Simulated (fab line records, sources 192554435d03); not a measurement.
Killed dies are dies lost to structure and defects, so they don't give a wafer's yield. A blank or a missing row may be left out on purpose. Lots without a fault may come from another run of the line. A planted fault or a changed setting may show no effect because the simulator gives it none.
Split-lot experiment | flow n5_finfet | 7 lots, 39 wafers read, on a route of 1938 steps

THE SPLIT
At N5_BEOL_M1_ILD_DEP_00 (deposits SiOC from DEMS/O2, target thk 79 nm, time 15.3 s), the setting time_s was moved away from the recipe's 15.3 s on 12 of the 39 wafers read, by -56.7% to +37.1%. The other wafers ran this setting at the recipe's value.

The file shows no step between the split and the reading.

THE READING
M1_ILD_THK, in nm, at N5_BEOL_M1_THK_MEAS_01. Fault-free wafers of this fab line usually give 78.9 nm, standard deviation 0.98 nm.

wafer  | tool, chamber at the split | time_s as run, s | against the recipe | M1_ILD_THK, nm | against lot-mates on the recipe
L074.1 | pecvd-01, 0                | 15.3             | recipe             | 79.1           | -
L074.2 | pecvd-01, 1,0              | 15.3             | recipe             | 80.2           | -
L074.3 | pecvd-01, 2                | 15.3             | recipe             | 79.2           | -
L074.4 | pecvd-01, 1,0              | 15.3             | recipe             | 80.1           | -
L074.5 | pecvd-01, 1                | 15.3             | recipe             | 81.3           | -
L074.6 | pecvd-01, 2                | 15.3             | recipe             | 81.0           | -
L075.1 | pecvd-02, 0                | 15.3             | recipe             | 76.8           | -
L075.2 | pecvd-02, 2                | 15.3             | recipe             | 76.6           | -
L075.3 | pecvd-02, 2,0              | 19.39            | +26.7%             | 98.3           | +21.4
L075.4 | pecvd-02, 2,0              | 19.39            | +26.7%             | 98.5           | +21.6
L075.5 | pecvd-02, 0                | 19.39            | +26.7%             | 98.2           | +21.3
L075.6 | pecvd-02, 2                | 15.3             | recipe             | 77.2           | -
L076.1 | pecvd-03, 1                | 15.3             | recipe             | 78.6           | -
L076.2 | pecvd-03, 2,0              | 6.624            | -56.7%             | 34.7           | -44.3
L076.3 | pecvd-03, 0                | 6.624            | -56.7%             | 34.4           | -44.6
L076.4 | pecvd-03, 2                | 15.3             | recipe             | 79.9           | -
L076.5 | pecvd-03, 1                | 15.3             | recipe             | 78.6           | -
L076.6 | pecvd-03, 2,0              | 6.624            | -56.7%             | 34.8           | -44.2
L079.1 | pecvd-01, 0                | 15.3             | recipe             | 77.5           | -
L079.2 | pecvd-01, 2                | 15.3             | recipe             | 78.7           | -
L079.3 | pecvd-01, 1                | 15.3             | recipe             | 78.0           | -
L079.4 | pecvd-01, 0                | 15.3             | recipe             | 79.2           | -
L079.5 | pecvd-01, 2                | 15.3             | recipe             | 80.0           | -
L079.6 | pecvd-01, 1                | 15.3             | recipe             | 80.2           | -
L086.1 | pecvd-03, 0                | 15.3             | recipe             | 77.1           | -
L086.2 | pecvd-03, 2                | 15.3             | recipe             | 79.1           | -
L086.3 | pecvd-03, 1                | 15.3             | recipe             | 78.5           | -
L086.4 | pecvd-03, 0                | 10.29            | -32.7%             | 53.0           | -25.2
L086.5 | pecvd-03, 1                | 10.29            | -32.7%             | 53.2           | -25.0
L086.6 | pecvd-03, 2                | 10.29            | -32.7%             | 53.8           | -24.4
L092.1 | pecvd-01, 0                | 15.3             | recipe             | 78.8           | -
L092.5 | pecvd-01, 0                | 15.3             | recipe             | 80.0           | -
L092.6 | pecvd-01, 1                | 15.3             | recipe             | 81.5           | -
L097.1 | pecvd-01, 0                | 15.3             | recipe             | 78.7           | -
L097.2 | pecvd-01, 2                | 20.98            | +37.1%             | 107.9          | +28.7
L097.3 | pecvd-01, 1                | 20.98            | +37.1%             | 107.1          | +27.9
L097.4 | pecvd-01, 2                | 20.98            | +37.1%             | 109.4          | +30.2
L097.5 | pecvd-01, 0                | 15.3             | recipe             | 79.1           | -
L097.6 | pecvd-01, 1                | 15.3             | recipe             | 79.9           | -
Where a row lists several chambers, the file gives one row for several wafers and doesn't say which wafer went through which chamber.

THE FIT
A straight line over all 39 wafers: M1_ILD_THK changes by +0.776 nm for each +1% of time_s; r = +1.00; the points scatter about the line by 1.2 nm.
The same after taking each lot's own level away (the mean of its wafers on the recipe; 39 wafers): +0.781 nm for each +1%; r = +1.00; scatter 0.79 nm.
On that fit, the largest move of time_s shifts the reading by 44 nm.
The lots' own levels span 76.87 to 80.15 nm, that is 3.4 times the standard deviation above.
So the lot-to-lot level changes the slope little: the two slopes agree.
Check: with one of the wafers moved furthest among these (-56.7%) left out of the fit, the line predicts -44.2 nm for it against its lot-mates. It came out at -44.3 nm against them.

OTHER SPLITS ON THESE WAFERS
These wafers also went through other splits before the reading. Each is held against what the fit with the lots' levels taken away leaves over:
other split on the same wafers         | wafers away from the commonest value | r with M1_ILD_THK (lot level and that fit taken away)
N5_FIN_SAQP_PECVD_06 time_s            | 18                                   | +0.17
N5_SD_EPI_P_ETCH_16 target_depth_a     | 15                                   | +0.09
N5_BEOL_M0_SAQP_HM_DEP_02 target_thk_a | 12                                   | +0.24

THE WHOLE CHAIN: every reading that the file lists as answering this split, in the file's order
step                   | what it does                                              | reading                                                                            | change (the file's fit)               | r (the file's)
N5_BEOL_M1_ILD_DEP_00  | deposits SiOC from DEMS/O2, target thk 79 nm, time 15.3 s | SiOC_of_BEOL_M1_ILD_DEP_00.thk_nm (the simulator's own value, which no gauge read) | +0.779 nm for each +1% of the setting | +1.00
N5_BEOL_M1_THK_MEAS_01 |                                                           | M1_ILD_THK                                                                         | +0.781 for each +1% of the setting    | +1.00

THE FILE'S OWN FIT
M1_ILD_THK changes by +0.781 nm for each +1% of time_s, r = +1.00.
